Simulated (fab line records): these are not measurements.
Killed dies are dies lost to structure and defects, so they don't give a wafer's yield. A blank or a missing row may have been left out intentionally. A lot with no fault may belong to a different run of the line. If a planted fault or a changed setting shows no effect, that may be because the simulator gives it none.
Chamber matching -- flow n5Finfet -- N5_BEOL_M2_ILD_DEP_00 on pecvd-02 has 3 sister chambers
The step deposits SiOC from DEMS/O2, target thk 79 nm, time 15.3 s. 18 wafers are shown with their chamber, then 9 later ones without.

## WAFERS PAIRED WITH THEIR CHAMBERS
wafer,chamber,showerheadPlenumPTorr (Torr),heaterPowerW (W),susceptorTempC (C)
L074.1,2,5.684,576,349.68
L074.2,0,5.679,430,349.79
L074.5,0,5.680,431,350.08
L075.1,1,5.716,365,350.14
L075.5,0,5.683,517,349.85
L075.6,2,5.667,477,349.72
L081.4,0,5.680,470,350.24
L081.5,1,5.726,408,349.70
L081.6,2,5.670,568,349.84
L082.2,1,5.709,442,350.35
L082.4,0,5.684,514,350.16
L082.5,1,5.733,443,350.20
L085.2,1,5.716,364,350.26
L085.3,0,5.687,520,349.67
L085.5,2,5.683,569,349.97
L089.1,0,5.694,489,349.66
L089.3,1,5.707,431,349.83
L089.4,1,5.708,441,350.01

SIGNATURES, as means of the wafers listed above
reading,chamber 0,chamber 1,chamber 2,scatter within a chamber
showerheadPlenumPTorr,5.68386,5.71643,5.67600,0.00808
heaterPowerW,481.57,413.43,547.50,39.5
susceptorTempC,349.9214,350.0700,349.8025,0.22
Rule: distance of a wafer from a chamber = root of the sum over the readings of ((wafer's reading minus chamber's mean) / reading's scatter) squared. If the next closest chamber is less than 2 further off than the closest, the wafer can't be placed; otherwise it belongs to the closest. The scatter is the square root of a quotient: the sum, over the shown wafers, of each reading's squared deviation from its chamber's mean, divided by wafers minus chambers.

## WAFERS WITHOUT THEIR CHAMBER
wafer,showerheadPlenumPTorr (Torr),heaterPowerW (W),susceptorTempC (C)
L091.2,5.682,509,349.75
L091.4,5.685,496,349.82
L091.5,5.721,371,349.95
L092.2,5.681,604,349.77
L092.4,5.676,505,349.55
L092.6,5.668,469,349.93
L096.2,5.671,501,349.49
L096.4,5.680,505,350.01
L096.6,5.681,503,349.96

## EACH ONE'S CHAMBER
wafer,from the rows above,in truth
L091.2,can't be placed: 0 or 2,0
L091.4,can't be placed: 0 or 2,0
L091.5,1,1
L092.2,can't be placed: 2 or 0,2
L092.4,can't be placed: 2 or 0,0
L092.6,can't be placed: 0 or 2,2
L096.2,can't be placed: 2 or 0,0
L096.4,can't be placed: 0 or 2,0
L096.6,can't be placed: 0 or 2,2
Correct placement for 1 of the 9. Cannot be placed on the basis of these rows: 8; the candidates contain the true chamber in 8. 0 placed wrongly.
